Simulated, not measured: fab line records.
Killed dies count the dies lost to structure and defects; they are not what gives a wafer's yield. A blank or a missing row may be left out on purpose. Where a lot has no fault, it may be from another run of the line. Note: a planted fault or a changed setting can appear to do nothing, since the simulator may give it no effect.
Chamber matching / flow n5-finfet / N5_BEOL_M9_ETCH_66 on rie-diel-03: 4 sister chambers
The step etches SOC in N2/H2, target depth 80 nm, overetch 16 nm, time 120 s. 14 wafers are shown with their chamber, then 7 later ones without.

WAFERS PAIRED WITH THEIR CHAMBERS
wafer=L075.1; chamber=2; throttle-valve-pct (%)=17.45; oes-product-au (a.u.)=0.68; rf-vpp-V (V)=521.2
wafer=L075.3; chamber=0; throttle-valve-pct (%)=18.07; oes-product-au (a.u.)=0.55; rf-vpp-V (V)=522.3
wafer=L075.5; chamber=0; throttle-valve-pct (%)=18.05; oes-product-au (a.u.)=0.55; rf-vpp-V (V)=524.6
wafer=L081.3; chamber=0; throttle-valve-pct (%)=18.07; oes-product-au (a.u.)=0.54; rf-vpp-V (V)=524.0
wafer=L081.5; chamber=1; throttle-valve-pct (%)=17.81; oes-product-au (a.u.)=0.66; rf-vpp-V (V)=529.1
wafer=L081.6; chamber=0; throttle-valve-pct (%)=18.09; oes-product-au (a.u.)=0.54; rf-vpp-V (V)=523.4
wafer=L084.1; chamber=0; throttle-valve-pct (%)=18.07; oes-product-au (a.u.)=0.54; rf-vpp-V (V)=523.6
wafer=L084.4; chamber=3; throttle-valve-pct (%)=18.41; oes-product-au (a.u.)=0.64; rf-vpp-V (V)=524.8
wafer=L084.6; chamber=2; throttle-valve-pct (%)=17.48; oes-product-au (a.u.)=0.66; rf-vpp-V (V)=522.1
wafer=L090.1; chamber=0; throttle-valve-pct (%)=18.09; oes-product-au (a.u.)=0.53; rf-vpp-V (V)=522.4
wafer=L090.3; chamber=1; throttle-valve-pct (%)=17.83; oes-product-au (a.u.)=0.64; rf-vpp-V (V)=528.0
wafer=L090.6; chamber=1; throttle-valve-pct (%)=17.83; oes-product-au (a.u.)=0.65; rf-vpp-V (V)=527.5
wafer=L089.1; chamber=3; throttle-valve-pct (%)=18.41; oes-product-au (a.u.)=0.63; rf-vpp-V (V)=525.3
wafer=L089.5; chamber=0; throttle-valve-pct (%)=18.08; oes-product-au (a.u.)=0.54; rf-vpp-V (V)=522.5

SIGNATURES, as means of the wafers listed above
reading=throttle-valve-pct; chamber 0=18.0743; chamber 1=17.8233; chamber 2=17.4650; chamber 3=18.4100; scatter within a chamber=0.0137
reading=oes-product-au; chamber 0=0.5414; chamber 1=0.6500; chamber 2=0.6700; chamber 3=0.6350; scatter within a chamber=0.00858
reading=rf-vpp-V; chamber 0=523.257; chamber 1=528.200; chamber 2=521.650; chamber 3=525.050; scatter within a chamber=0.812
Rule: a wafer lies at a distance from a chamber equal to the root of the sum of squares, over the readings, of (its reading less the chamber's mean, divided by the reading's scatter). The wafer belongs to the nearest chamber; if the next one is less than 2 further off, it can't be placed. The scatter: the root of (the sum of the squares of (reading less its chamber's mean) over the shown wafers, divided by (wafers less chambers)).

WAFERS WITHOUT THEIR CHAMBER
wafer=L089.6; throttle-valve-pct (%)=17.84; oes-product-au (a.u.)=0.64; rf-vpp-V (V)=528.7
wafer=L088.1; throttle-valve-pct (%)=17.85; oes-product-au (a.u.)=0.63; rf-vpp-V (V)=528.6
wafer=L088.4; throttle-valve-pct (%)=17.84; oes-product-au (a.u.)=0.65; rf-vpp-V (V)=528.3
wafer=L088.5; throttle-valve-pct (%)=18.41; oes-product-au (a.u.)=0.64; rf-vpp-V (V)=523.2
wafer=L091.1; throttle-valve-pct (%)=17.86; oes-product-au (a.u.)=0.63; rf-vpp-V (V)=525.8
wafer=L091.2; throttle-valve-pct (%)=18.44; oes-product-au (a.u.)=0.62; rf-vpp-V (V)=524.2
wafer=L091.4; throttle-valve-pct (%)=17.88; oes-product-au (a.u.)=0.63; rf-vpp-V (V)=528.9

WHICH CHAMBER EACH ONE RAN IN
wafer=L089.6; from the rows above=1; in truth=1
wafer=L088.1; from the rows above=1; in truth=1
wafer=L088.4; from the rows above=1; in truth=1
wafer=L088.5; from the rows above=3; in truth=3
wafer=L091.1; from the rows above=1; in truth=1
wafer=L091.2; from the rows above=3; in truth=3
wafer=L091.4; from the rows above=1; in truth=1
Correct placement for 7 of the 7. Can't be placed from these rows: 0. 0 placed wrongly.
